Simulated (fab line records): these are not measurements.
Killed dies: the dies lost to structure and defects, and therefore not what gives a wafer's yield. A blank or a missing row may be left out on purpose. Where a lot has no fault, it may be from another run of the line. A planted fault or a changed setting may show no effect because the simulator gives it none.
fab line records	flow n5_finfet	part 1 of 2: steps 1 to 20 of 27
record: lots: 5	wafers: 15	last_day: 18
route steps=1938 shown BEOL_M9@1420
lots that met no fault: from a run of the same line without faults
start_h: start of the lot's first displayed wafer, in hours after the record's first day	wait_h: hours since the lot's step before	" identical to the entry in the row above	L1.1+2: several wafers, shown together as one row	- no value, or no start given	* or withheld: withheld	< > ~ a bound
route shown NAME@n: a module of which the file shows steps, and the number in the route of the first	usual: average and standard deviation across the fault-free wafers	same: alike in all rows	chamber/n: place in a boat	sites: readings site by site	_std_site: how widely they spread, as a standard deviation	_edge_site: outer sites' mean less inner sites'	radius_mm: for every site, how far away it sits from the centre of the wafer	mask NAME#n: copy n	behind: tool/chamber where the wafer was last shaped	hold: why the lot was held/for how many hours/how that ended	device: names the non-switching transistor (n, p or np)	end of line: the same wafers' tests at the end of the route	for a step that has no rows: nothing shown but its recipe	killed: the dies lost at the first sort to structure and to defects; this is not the yield of the wafer	map: the dies of a wafer, with x for killed, . for not killed, _ for no die there
set.NAME: setting as actually run; set.NAME@STEP: the setting as run at that earlier step	model.NAME: the simulator's own value behind a step, which no gauge read
a table for each step, a row for each wafer; lots at some steps of the route
services: when a tool's chamber went out of use (start_h, in hours from the record's first day, below 0 if earlier), for how many hours, and the reason
== steps ==
step: N5_BEOL_M9_STRIP_68
recipe: chemistry: N2/H2	temp_c: 40	n2_flow_sccm: 200	h2_flow_sccm: 200	rf_frequency_hz: 6e+07
lot.wafer	tool	chamber	start_h	wait_h
L078.2+3+5	rie_diel-06	0,3,0	250.56	0.1
L081.1+3+4	rie_diel-04	0,2,1	257.51	0.1
L083.2+5+6	rie_diel-06	0,2,3	285.18	0.1
L092.1+2+3	rie_diel-03	0,2,1	326.12	0.1
L096.1+3+5	rie_diel-03	2,0,0	361.10	0.1
step: N5_BEOL_M9_STRIP_67
recipe: chemistry: CF4	resist: SiARC	power_w: 300	bias_power_w: 75	pressure_mtorr: 50	cf4_flow_sccm: 150	rf_frequency_hz: 6e+07
usual: cf4_flow_sccm: 150.0/0.44	drypump_motor_current_A: 5.8/0.38	oes_product_au: 0.78/0.086	rf_vpp_V: 271.2/1.3	showerhead_plenum_p_Torr: 1.79/0.048	throttle_valve_pct: 13.6/0.3
lot.wafer	tool	chamber	start_h	wait_h	cf4_flow_sccm	drypump_motor_current_A	oes_product_au	rf_hours_counter_h	rf_vpp_V	showerhead_plenum_p_Torr	throttle_valve_pct
L078.2	rie_diel-06	0	250.57	0.0	150.2	5.4	0.70	208	270.2	1.79	14.1
L078.3	"	3	"	"	149.7	6.0	0.70	219	269.9	1.70	14.0
L078.5	"	0	"	"	150.4	5.4	0.71	-	272.2	1.79	14.1
L081.1	rie_diel-04	0	257.52	0.0	151.0	6.1	0.84	89	270.5	1.82	13.3
L081.3	"	2	"	"	149.9	6.4	0.98	2	272.3	1.82	13.4
L081.4	"	1	"	"	149.7	6.3	0.74	167	272.9	1.85	13.6
L083.2	rie_diel-06	0	285.19	0.0	150.2	5.4	0.70	220	271.0	1.78	14.1
L083.5	"	2	"	"	149.8	5.5	0.78	-	270.1	1.73	13.5
L083.6	"	3	"	"	150.5	6.0	0.70	-	269.6	1.70	14.0
L092.1	rie_diel-03	0	326.13	0.0	149.9	6.2	0.90	25	271.8	1.82	13.5
L092.2	"	2	"	"	150.0	5.7	0.78	117	268.6	1.74	13.5
L092.3	"	1	"	"	150.7	5.7	0.68	241	271.3	1.85	13.9
L096.1	rie_diel-03	2	361.11	0.0	150.5	5.7	0.77	129	269.7	1.73	13.5
L096.3	"	0	"	"	150.1	6.2	0.88	37	271.2	1.82	13.5
L096.5	"	0	"	"	149.8	6.2	0.89	-	272.7	1.82	13.5
step: N5_BEOL_M9_HM_OPEN_17
recipe: chemistry: Cl2/BCl3	target_depth_a: 200	overetch_a: 60	target: TiN	mask_material: SOC	ion_energy_ev: 150	pressure_mtorr: 10	icp_w: 1000	bias_w: 126	Cl2_flow_sccm: 53.25	bcl3_flow_sccm: 21.75	Ar_flow_sccm: 25
usual: bcl3_flow_sccm: 21.74/0.064	drypump_motor_current_A: 5.6/0.46	oes_ar_750_au: 0.77/0.077	oes_product_au: 0.66/0.068	throttle_valve_pct: 22.09/0.19
lot.wafer	tool	chamber	start_h	wait_h	bcl3_flow_sccm	drypump_motor_current_A	oes_ar_750_au	oes_product_au	rf_hours_counter_h	throttle_valve_pct
L078.2	rie_metal-02	0	250.61	0.0	21.74	5.2	0.89	0.77	8	22.03
L078.3	"	0	"	"	21.74	5.2	0.89	0.77	-	22.05
L078.5	"	1	"	"	21.79	5.5	0.88	0.72	-	22.18
L081.1	rie_metal-03	1	257.56	0.0	21.87	4.9	0.86	0.75	16	22.21
L081.3	"	1	"	"	21.87	4.9	0.85	0.75	-	22.22
L081.4	"	0	"	"	21.85	6.0	0.70	0.61	-	22.15
L083.2	rie_metal-03	1	285.23	0.0	21.81	4.9	0.84	0.73	19	22.24
L083.5	"	0	"	"	21.76	6.0	0.70	0.60	-	22.18
L083.6	"	1	"	"	21.81	4.9	0.84	0.73	-	22.24
L092.1	rie_metal-03	0	326.17	0.0	21.80	6.0	0.69	0.58	81	22.19
L092.2	"	1	"	"	21.61	4.9	0.83	0.73	22	22.26
L092.3	"	1	"	"	21.69	4.9	0.83	0.72	-	22.25
L096.1	rie_metal-02	1	361.15	0.0	21.74	5.5	0.85	0.69	27	22.20
L096.3	"	1	"	"	21.68	5.5	0.84	0.69	-	22.21
L096.5	"	1	"	"	21.76	5.6	0.84	0.69	-	22.19
step: N5_BEOL_M9_STRIP_19
recipe: chemistry: O2	power_w: 400	temp_c: 40	pressure_mtorr: 30	rf_frequency_hz: 6e+07	bias_power_w: 0	overash_fraction: 0.2	o2_flow_sccm: 225
usual: drypump_motor_current_A: 5.8/0.41	oes_product_au: 0.76/0.084	rf_vpp_V: 3.6/0.66	showerhead_plenum_p_Torr: 2.10/0.061	throttle_valve_pct: 16.75/0.27
lot.wafer	tool	chamber	start_h	wait_h	drypump_motor_current_A	oes_product_au	rf_hours_counter_h	rf_vpp_V	showerhead_plenum_p_Torr	throttle_valve_pct
L078.2	rie_diel-04	0	250.73	0.1	6.1	0.84	87	4.1	2.12	16.30
L078.3	"	3	"	"	5.3	0.73	208	3.7	2.17	17.06
L078.5	"	3	"	"	5.4	0.73	-	3.3	2.17	17.05
L081.1	rie_diel-06	2	257.74	0.2	5.5	0.78	103	3.6	2.03	16.63
L081.3	"	3	"	"	6.0	0.69	222	2.7	1.98	17.00
L081.4	"	0	"	"	5.4	0.70	210	2.9	2.07	17.10
L083.2	rie_diel-06	3	285.34	0.1	6.0	0.69	230	3.8	1.98	17.02
L083.5	"	0	"	"	5.4	0.68	-	5.0	2.07	17.15
L083.6	"	2	"	"	5.5	0.76	-	3.1	2.02	16.67
L092.1	rie_diel-06	2	326.30	0.1	5.5	0.75	125	3.6	2.02	16.68
L092.2	"	3	"	"	6.0	0.67	245	4.5	1.97	17.04
L092.3	"	1	"	"	5.3	0.72	184	4.0	2.10	16.82
L096.1	rie_diel-04	1	361.26	0.1	6.3	0.70	200	3.2	2.16	16.71
L096.3	"	0	"	"	6.1	0.80	123	4.5	2.11	16.36
L096.5	"	1	"	"	6.3	0.71	-	3.9	2.16	16.70
step: N5_BEOL_M9_CD_MEAS_18
recipe: pitch_nm: 140	target_cd_nm: 70
usual: cd_nm: 69.9/0.66
lot.wafer	tool	chamber	start_h	wait_h	cd_nm
L078.2	cd_sem-03	-	250.80	0.1	69.4
L078.3	"	-	"	"	70.2
L078.5	"	-	"	"	70.0
L081.1	cd_sem-01	-	257.81	0.0	68.6
L081.3	"	-	"	"	69.7
L081.4	"	-	"	"	69.8
L083.2	cd_sem-01	-	285.41	0.1	69.7
L083.5	"	-	"	"	70.3
L083.6	"	-	"	"	70.3
L092.1	cd_sem-03	-	326.37	0.0	70.7
L092.2	"	-	"	"	69.9
L092.3	"	-	"	"	69.2
L096.1	cd_sem-03	-	361.33	0.0	69.3
L096.3	"	-	"	"	70.0
L096.5	"	-	"	"	70.0
step: N5_BEOL_M9_COAT_63
recipe: resist: SOC	temp_c: 250	time_s: 60	spin_rpm: 1500	resist_thk_nm: 60
lot.wafer	tool	chamber	start_h	wait_h
L078.2+3+5	litho_track-04	0	251.15	0.3
L081.1+3+4	litho_track-03	0	259.03	1.2
L083.2+5+6	litho_track-04	0	286.02	0.6
L092.1+2+3	litho_track-04	0	330.34	4.0
L096.1+3+5	litho_track-05	0	364.44	3.1
step: N5_BEOL_M9_COAT_64
recipe: resist: SiARC	temp_c: 220	time_s: 60	spin_rpm: 1500	resist_thk_nm: 12
lot.wafer	tool	chamber	start_h	wait_h
L078.2+3+5	litho_track-04	0	-	-
L081.1+3+4	litho_track-03	0	-	-
L083.2+5+6	litho_track-04	0	-	-
L092.1+2+3	litho_track-04	0	-	-
L096.1+3+5	litho_track-05	0	-	-
step: N5_BEOL_M9_COAT_75
recipe: resist: underlayer	temp_c: 205	time_s: 60	spin_rpm: 1500	resist_thk_nm: 5
lot.wafer	tool	chamber	start_h	wait_h
L078.2+3+5	litho_track-04	0	-	-
L081.1+3+4	litho_track-03	0	-	-
L083.2+5+6	litho_track-04	0	-	-
L092.1+2+3	litho_track-04	0	-	-
L096.1+3+5	litho_track-05	0	-	-
step: N5_BEOL_M9_COAT_22
recipe: resist: CAR-EUV	spin_rpm: 1500	resist_thk_nm: 30
lot.wafer	tool	chamber	start_h	wait_h
L078.2+3+5	litho_track-04	0	-	-
L081.1+3+4	litho_track-03	0	-	-
L083.2+5+6	litho_track-04	0	-	-
L092.1+2+3	litho_track-04	0	-	-
L096.1+3+5	litho_track-05	0	-	-
step: N5_BEOL_M9_EBR_24
recipe: solvent: PGMEA	ebr_width_mm: 1.5
lot.wafer	tool	chamber	start_h	wait_h
L078.2+3+5	litho_track-04	0	-	-
L081.1+3+4	litho_track-03	0	-	-
L083.2+5+6	litho_track-04	0	-	-
L092.1+2+3	litho_track-04	0	-	-
L096.1+3+5	litho_track-05	0	-	-
step: N5_BEOL_M9_SOFTBAKE_23
recipe: temp_c: 110	time_s: 60	resist: CAR-EUV
lot.wafer	tool	chamber	start_h	wait_h
L078.2+3+5	litho_track-04	0	-	-
L081.1+3+4	litho_track-03	0	-	-
L083.2+5+6	litho_track-04	0	-	-
L092.1+2+3	litho_track-04	0	-	-
L096.1+3+5	litho_track-05	0	-	-
step: N5_BEOL_M9_EXPOSE_25
recipe: mask_id: V8	na: 0.33	source_shape: annular	sigma_inner: 0.4	sigma_outer: 0.8	polarization: unpolarized	dose_mj: 37.25
usual: exposure_dose_mJ_cm2: 37.6/0.34
lot.wafer	tool	chamber	start_h	wait_h	mask	exposure_dose_mJ_cm2
L078.2	euv_scanner-02	0	251.29	-	V8#0	37.3
L078.3	"	0	"	"	V8#0	37.2
L078.5	"	0	"	"	V8#0	37.3
L081.1	euv_scanner-01	0	259.29	-	V8#0	37.9
L081.3	"	0	"	"	V8#0	37.9
L081.4	"	0	"	"	V8#0	37.9
L083.2	euv_scanner-02	0	286.21	-	V8#0	37.3
L083.5	"	0	"	"	V8#0	37.2
L083.6	"	0	"	"	V8#0	37.2
L092.1	euv_scanner-02	0	330.60	-	V8#0	37.2
L092.2	"	0	"	"	V8#0	37.2
L092.3	"	0	"	"	V8#0	37.2
L096.1	euv_scanner-02	0	364.76	-	V8#0	37.2
L096.3	"	0	"	"	V8#0	37.3
L096.5	"	0	"	"	V8#0	37.2
step: N5_BEOL_M9_PEB_26
recipe: peb_temp_c: 100	peb_time_s: 60	resist: CAR-EUV
lot.wafer	tool	chamber	start_h	wait_h
L078.2+3+5	litho_track-04	0	251.35	0.0
L081.1+3+4	litho_track-04	0	259.35	0.1
L083.2+5+6	litho_track-04	0	286.27	0.0
L092.1+2+3	litho_track-05	0	330.66	0.1
L096.1+3+5	litho_track-05	0	364.82	0.1
step: N5_BEOL_M9_DEVELOP_27
recipe: develop_time_s: 30	developer: TMAH	resist: CAR-EUV	rinse_liquid: surfactant_rinse	dry: air_spin	dev_temp_c: 23
usual: developer_temp_C: 22.99/0.12
lot.wafer	tool	chamber	start_h	wait_h	developer_temp_C
L078.2	litho_track-04	0	-	-	23.08
L078.3	"	0	"	"	23.28
L078.5	"	0	"	"	23.21
L081.1	litho_track-04	0	-	-	22.95
L081.3	"	0	"	"	23.10
L081.4	"	0	"	"	22.86
L083.2	litho_track-04	0	-	-	23.06
L083.5	"	0	"	"	23.03
L083.6	"	0	"	"	22.88
L092.1	litho_track-05	0	-	-	22.84
L092.2	"	0	"	"	23.04
L092.3	"	0	"	"	23.01
L096.1	litho_track-05	0	-	-	22.99
L096.3	"	0	"	"	23.05
L096.5	"	0	"	"	23.04
step: N5_BEOL_M9_CD_MEAS_28
recipe: target_cd_nm: 70	landing_energy_ev: 500	detector: se_inlens	polarity: opening
usual: cd_nm: 69.98/0.28
lot.wafer	tool	chamber	start_h	wait_h	cd_nm
L078.2	cd_sem-02	0	251.41	-	70.10
L078.3	"	0	"	"	69.74
L078.5	"	0	"	"	69.81
L081.1	cd_sem-01	0	259.42	-	70.43
L081.3	"	0	"	"	70.38
L081.4	"	0	"	"	69.67
L083.2	cd_sem-03	0	286.34	-	69.80
L083.5	"	0	"	"	69.64
L083.6	"	0	"	"	70.14
L092.1	cd_sem-01	0	330.73	-	69.80
L092.2	"	0	"	"	70.14
L092.3	"	0	"	"	69.36
L096.1	cd_sem-01	0	364.89	-	70.59
L096.3	"	0	"	"	70.57
L096.5	"	0	"	"	70.09
step: N5_BEOL_M9_OVL_MEAS_29
recipe: points_per_wafer: 522
usual: V8_OVL: -0.4/0.63
lot.wafer	tool	chamber	start_h	wait_h	V8_OVL[nm]
L078.2	overlay-02	0	251.45	0.0	0.2
L078.3	"	0	"	"	-0.7
L078.5	"	0	"	"	-0.6
L081.1	overlay-02	0	259.45	0.0	-0.1
L081.3	"	0	"	"	-1.1
L081.4	"	0	"	"	-0.5
L083.2	overlay-02	0	286.37	0.0	-0.3
L083.5	"	0	"	"	-1.2
L083.6	"	0	"	"	-0.8
L092.1	overlay-02	0	330.76	0.0	1.0
L092.2	"	0	"	"	-0.5
L092.3	"	0	"	"	-0.3
L096.1	overlay-01	0	364.92	0.0	0.1
L096.3	"	0	"	"	0.5
L096.5	"	0	"	"	-0.4
step: N5_BEOL_M9_INSPECT_30
recipe: mode: adi	inspect_instrument: brightfield
usual: raw_defect_count: 385/98
lot.wafer	tool	chamber	start_h	wait_h	raw_defect_count
L078.2	defect_inspect-02	-	251.50	0.0	358
L078.3	"	-	"	"	237
L078.5	"	-	"	"	340
L081.1	defect_inspect-01	-	259.51	0.1	479
L081.3	"	-	"	"	389
L081.4	"	-	"	"	515
L083.2	defect_inspect-02	-	286.42	0.0	397
L083.5	"	-	"	"	334
L083.6	"	-	"	"	249
L092.1	defect_inspect-01	-	330.82	0.1	360
L092.2	"	-	"	"	287
L092.3	"	-	"	"	353
L096.1	defect_inspect-02	-	364.98	0.1	345
L096.3	"	-	"	"	472
L096.5	"	-	"	"	452
step: N5_BEOL_M9_DESCUM_33
recipe: chemistry: O2	time_s: 7	source_power_w: 50	bias_power_w: 20	pressure_mtorr: 20	rf_frequency_hz: 2.712e+07	temp_c: 40	resist: CAR-EUV	o2_flow_sccm: 225
usual: drypump_motor_current_A: 5.9/0.4	oes_product_au: 0.78/0.094	rf_vpp_V: 243.4/1.2	showerhead_plenum_p_Torr: 2.11/0.056	throttle_valve_pct: 20.44/0.27
lot.wafer	tool	chamber	start_h	wait_h	drypump_motor_current_A	oes_product_au	rf_hours_counter_h	rf_vpp_V	showerhead_plenum_p_Torr	throttle_valve_pct
L078.2	rie_diel-06	3	251.54	0.0	6.0	0.70	220	241.8	1.97	20.71
L078.3	"	1	"	"	5.3	0.75	162	243.1	2.10	20.61
L078.5	"	2	"	"	5.4	0.79	-	243.0	2.02	20.41
L081.1	rie_diel-04	1	259.54	0.0	6.3	0.73	168	244.3	2.16	20.36
L081.3	"	3	"	"	5.3	0.73	210	245.7	2.16	20.78
L081.4	"	0	"	"	6.1	0.82	90	242.0	2.12	20.05
L083.2	rie_diel-03	1	286.46	0.0	5.7	0.68	231	243.2	2.14	20.48
L083.5	"	3	"	"	6.3	0.89	-	244.4	2.14	20.03
L083.6	"	0	"	"	6.2	0.95	-	243.7	2.15	20.55
L092.1	rie_diel-04	1	331.45	0.6	6.3	0.72	191	243.5	2.16	20.40
L092.2	"	3	"	"	5.3	0.71	233	245.7	2.15	20.81
L092.3	"	2	"	"	6.4	0.92	22	245.5	2.12	20.33
L096.1	rie_diel-04	1	365.32	0.3	6.3	0.71	202	244.8	2.15	20.42
L096.3	"	2	"	"	6.4	0.91	32	244.0	2.12	20.37
L096.5	"	1	"	"	6.3	0.70	-	244.2	2.15	20.39
step: N5_BEOL_M9_ETCH_76
recipe: chemistry: N2/H2	target: underlayer	target_depth_a: 65	mask_material: CAR-EUV	time_s: 5.2	ion_energy_ev: 200	pressure_mtorr: 30	source_w: 840	bias_w: 150	n2_flow_sccm: 200	h2_flow_sccm: 200	ends: cleared
usual: drypump_motor_current_A: 5.9/0.41	etch_rf_on_time_s: 5.29/0.17	n2_flow_sccm: 199.9/0.64	oes_product_au: 0.66/0.08	rf_vpp_V: 524.4/2.3	showerhead_plenum_p_Torr: 2.56/0.07	throttle_valve_pct: 17.87/0.27
lot.wafer	tool	chamber	start_h	wait_h	drypump_motor_current_A	etch_rf_on_time_s	n2_flow_sccm	oes_product_au	rf_hours_counter_h	rf_vpp_V	showerhead_plenum_p_Torr	throttle_valve_pct
L078.2	rie_diel-06	3	251.57	0.0	6.0	5.42	200.1	0.58	220	521.8	2.42	18.22
L078.3	"	1	"	"	5.3	5.50	200.4	0.61	162	524.3	2.54	18.01
L078.5	"	2	"	"	5.5	5.10	199.7	0.67	-	522.8	2.46	17.84
L081.1	rie_diel-04	1	259.58	0.0	6.4	5.39	201.0	0.61	168	527.6	2.63	17.73
L081.3	"	3	"	"	5.4	5.35	200.2	0.62	210	526.2	2.63	18.23
L081.4	"	0	"	"	6.1	5.40	199.3	0.70	90	525.2	2.58	17.54
L083.2	rie_diel-03	1	286.49	0.0	5.8	5.61	200.3	0.57	231	525.8	2.63	18.10
L083.5	"	3	"	"	6.3	5.47	198.9	0.73	-	525.0	2.59	17.41
L083.6	"	0	"	"	6.2	5.16	200.6	0.79	-	524.2	2.61	17.85
L092.1	rie_diel-04	1	331.48	0.0	6.3	5.42	200.1	0.60	191	526.4	2.62	17.75
L092.2	"	3	"	"	5.3	5.31	200.5	0.60	233	526.5	2.62	18.28
L092.3	"	2	"	"	6.4	5.08	200.6	0.79	22	523.6	2.61	17.88
L096.1	rie_diel-04	1	365.36	0.0	6.3	5.36	199.3	0.59	202	527.2	2.62	17.80
L096.3	"	2	"	"	6.4	5.05	200.7	0.77	32	525.4	2.60	17.88
L096.5	"	1	"	"	6.4	5.37	199.8	0.60	-	527.0	2.62	17.80
step: N5_BEOL_M9_ETCH_65
recipe: chemistry: CF4	target: SiARC	target_depth_a: 156	mask_material: CAR-EUV	time_s: 26	ion_energy_ev: 80	pressure_mtorr: 40	source_w: 545	bias_w: 36	Ar_flow_sccm: 100	cf4_flow_sccm: 100	ends: cleared
usual: cf4_flow_sccm: 100.0/0.31	drypump_motor_current_A: 5.9/0.41	etch_rf_on_time_s: 26.4/0.8	oes_product_au: 0.67/0.081	rf_vpp_V: 184.3/1.1	showerhead_plenum_p_Torr: 2.15/0.054	throttle_valve_pct: 15.63/0.29
lot.wafer	tool	chamber	start_h	wait_h	cf4_flow_sccm	drypump_motor_current_A	etch_rf_on_time_s	oes_product_au	rf_hours_counter_h	rf_vpp_V	showerhead_plenum_p_Torr	throttle_valve_pct
L078.2	rie_diel-06	3	251.59	0.0	99.9	6.0	26.9	0.59	220	181.6	2.03	15.94
L078.3	"	1	"	"	100.3	5.3	27.6	0.61	162	184.7	2.14	15.68
L078.5	"	2	"	"	99.8	5.5	25.3	0.68	-	183.3	2.07	15.55
L081.1	rie_diel-04	1	259.59	0.0	100.4	6.3	27.0	0.62	168	185.0	2.22	15.65
L081.3	"	3	"	"	100.0	5.3	26.6	0.61	210	185.0	2.20	15.95
L081.4	"	0	"	"	99.6	6.1	26.7	0.71	90	184.0	2.16	15.22
L083.2	rie_diel-03	1	286.51	0.0	99.7	5.8	27.6	0.56	231	184.4	2.21	15.88
L083.5	"	3	"	"	99.7	6.3	26.9	0.74	-	186.4	2.17	15.15
L083.6	"	0	"	"	99.7	6.2	25.3	0.82	-	184.0	2.18	15.49
L092.1	rie_diel-04	1	331.50	0.0	99.3	6.4	26.4	0.61	191	186.1	2.22	15.70
L092.2	"	3	"	"	100.1	5.4	26.2	0.60	233	184.4	2.19	16.00
L092.3	"	2	"	"	100.2	6.4	25.2	0.79	22	184.3	2.17	15.49
L096.1	rie_diel-04	1	365.37	0.0	100.3	6.3	26.7	0.60	202	185.7	2.21	15.73
L096.3	"	2	"	"	100.2	6.4	25.3	0.77	32	185.4	2.17	15.50
L096.5	"	1	"	"	100.1	6.3	26.8	0.60	-	185.4	2.21	15.72
